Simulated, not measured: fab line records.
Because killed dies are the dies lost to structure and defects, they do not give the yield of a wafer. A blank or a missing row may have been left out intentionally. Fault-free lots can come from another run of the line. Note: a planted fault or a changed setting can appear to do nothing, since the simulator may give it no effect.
Matching of chambers + flow n5Finfet + N5_FIN_SAQP_ETCH_51 on rieDiel-04: 4 sister chambers
The step etches SiARC in CF4, target depth 45.5 nm, time 75.8 s. 4 wafers are shown with their chamber, then 7 later ones without.

== WAFERS PAIRED WITH THEIR CHAMBERS ==
| wafer  | chamber | showerheadPlenumPTorr (Torr) |
|--------|---------|------------------------------|
| L087.4 | 1       | 2.09                         |
| L089.6 | 3       | 2.06                         |
| L090.4 | 0       | 2.29                         |
| L090.5 | 2       | 2.28                         |

== WAFERS WHOSE CHAMBER IS MISSING ==
| wafer  | showerheadPlenumPTorr (Torr) |
|--------|------------------------------|
| L090.6 | 2.09                         |
| L093.1 | 2.27                         |
| L093.5 | 2.27                         |
| L093.6 | 2.09                         |
| L095.1 | 2.09                         |
| L095.3 | 2.05                         |
| L095.5 | 2.09                         |

== THE CHAMBER EACH PASSED THROUGH ==
| wafer  | from the rows above     | in truth |
|--------|-------------------------|----------|
| L090.6 | 1                       | 1        |
| L093.1 | can't be placed: 2 or 0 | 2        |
| L093.5 | can't be placed: 2 or 0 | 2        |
| L093.6 | 1                       | 1        |
| L095.1 | 1                       | 1        |
| L095.3 | 3                       | 3        |
| L095.5 | 1                       | 1        |
Placed correctly: 5 of 7. Unplaceable from these rows: 2, with the true chamber sitting among the candidates in 2. Number placed wrongly: 0.
How it was worked out, from the rows above alone: a wafer's distance from a chamber is the root of the sum, over the readings, of the square of ((its reading less the chamber's mean) divided by the reading's scatter). The wafer belongs to the nearest chamber; if the next one is less than 2 further off, it can't be placed. The mean given for a chamber averages the wafers shown for that chamber. The scatter: with one shown wafer a chamber, the root of the mean of the squares of how far each hidden wafer lies from its nearest shown one.
